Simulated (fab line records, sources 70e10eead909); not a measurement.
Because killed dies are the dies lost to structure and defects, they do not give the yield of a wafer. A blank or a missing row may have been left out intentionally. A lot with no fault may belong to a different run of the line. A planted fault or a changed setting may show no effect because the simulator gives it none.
Comparing a struck lot with a sound one ; flow nand harc ; 20 steps out of a route of 1159
Sound: these wafers, L159.2, L159.3, L159.4. The struck wafers were L169.1, L169.3, L169.6. Last of all comes the cause.
Per side, at each step with rows, come the tool, then ch with its chambers, and then its first start. Under that, the readings that differ: sound wafers ; struck wafers ; difference of the means ; sigmas: that difference in standard deviations of wafers without a fault.
alike: readings with means less than 2 such deviations apart, plus words and numbers identical on both sides. not compared: withheld readings, readings lacking a value on some wafer, bounds such as >300 that could conceal the same value, and numbers that have no deviation in the record and whose values overlap.
The two part at a step that has a row with sigmas, a row that says differs or no value, or rows on one side only. Numbers that have no deviation but don't overlap get no sigmas and don't part them. A reading that every wafer of one side lacks parts them only if that side has two wafers or more.

NHARC_P_GATE_CD_MEAS_59: target cd 720 nm.
  sound on cd sem-03 ch 0, day 5 22:44; struck on cd sem-01 ch 0, day 8 12:16
  alike: cd nm
then, 1 step without rows for these wafers: NHARC_P_GATE_HARDBAKE_60 (time 80 s).
NHARC_P_GATE_DESCUM_61: chemistry O2, time 3 s.
  sound on rie diel-10 ch 1,2,3, day 5 22:54; struck on rie diel-03 ch 2,3, day 8 12:26
  alike: drypump motor current A, oes product au, rf vpp V, showerhead plenum p Torr, throttle valve pct
  not compared: rf hours counter h
after that, 1 step had no rows for these wafers: NHARC_P_GATE_IMPLANT_62.
NHARC_P_GATE_STRIP_112: strips in N2/H2, time 200 s.
  sound on plasma asher-02 ch 0,1, day 5 23:18; struck on plasma asher-02 ch 0,1, day 8 13:00
  alike: drypump motor current A, heater power w, temp c
  not compared: rf hours counter h
NHARC_P_GATE_STRIP_76: strips in O2.
  sound on plasma asher-02 ch 0,1, day 5 23:32; struck on plasma asher-02 ch 0,1, day 8 13:16
  alike: drypump motor current A, heater power w, temp c
  not compared: rf hours counter h
then, 6 steps without rows for these wafers: NHARC_P_GATE_STRIP_63 (strips in SPM, time 900 s); NHARC_P_GATE_DEHYDRATE_83 (time 120 s); NHARC_P_GATE_HMDS_84 (time 30 s); NHARC_P_GATE_COAT_85; NHARC_P_GATE_SOFTBAKE_86 (time 95 s); NHARC_P_GATE_EBR_87.
NHARC_P_GATE_EXPOSE_88: exposes mask P HVN, target cd 2000 nm.
  sound on krf scanner-02 ch 0, day 6 00:10; struck on krf scanner-02 ch 0, day 8 14:02
reading;sound;struck;difference;sigmas
mask;P_HVN#0 P_HVN#0 P_HVN#0;P_HVN_R1#0 P_HVN_R1#0 P_HVN_R1#0;differs;
then, 2 steps without rows for these wafers: NHARC_P_GATE_PEB_89 (peb time 85 s); NHARC_P_GATE_DEVELOP_90 (time 70 s).
NHARC_P_GATE_CD_MEAS_91: target cd 2000 nm.
  sound on cd sem-03 ch 0, day 6 00:19; struck on cd sem-01 ch 0, day 8 14:12
reading;sound;struck;difference;sigmas
cd nm (nm);2001.6 1998.4 2000.4;2231.6 2234.7 2234.5;+233.5;+99 or more
then, 1 step without rows for these wafers: NHARC_P_GATE_HARDBAKE_92 (time 80 s).
NHARC_P_GATE_DESCUM_93: chemistry O2, time 3 s.
  sound on rie diel-10 ch 0,2,3, day 6 00:29; struck on rie diel-06 ch 0,1,3, day 8 14:22
reading;sound;struck;difference;sigmas
model.P_GATE.cd nm (nm);2002 1998 2000;2231 2235 2235;+234;
  alike: drypump motor current A, oes product au, rf vpp V, showerhead plenum p Torr, throttle valve pct
  not compared: rf hours counter h
after that, 1 step had no rows for these wafers: NHARC_P_GATE_IMPLANT_94.
-- the record jumps here: 14 days lie between the struck wafers' starts before and after (it left off in module P_GATE and takes up again in module END, whose first step shown is number 1159 of the route) --
NHARC_END_SORT_01:
  here the record holds rows for the struck wafers (prober-02 ch 0, day 22 16:35) but none for the sound ones

== WHERE THEY PART ==
Earliest at NHARC_P_GATE_EXPOSE_88; latest, in this record, at NHARC_END_SORT_01.

WHY: whatever the simulator had introduced
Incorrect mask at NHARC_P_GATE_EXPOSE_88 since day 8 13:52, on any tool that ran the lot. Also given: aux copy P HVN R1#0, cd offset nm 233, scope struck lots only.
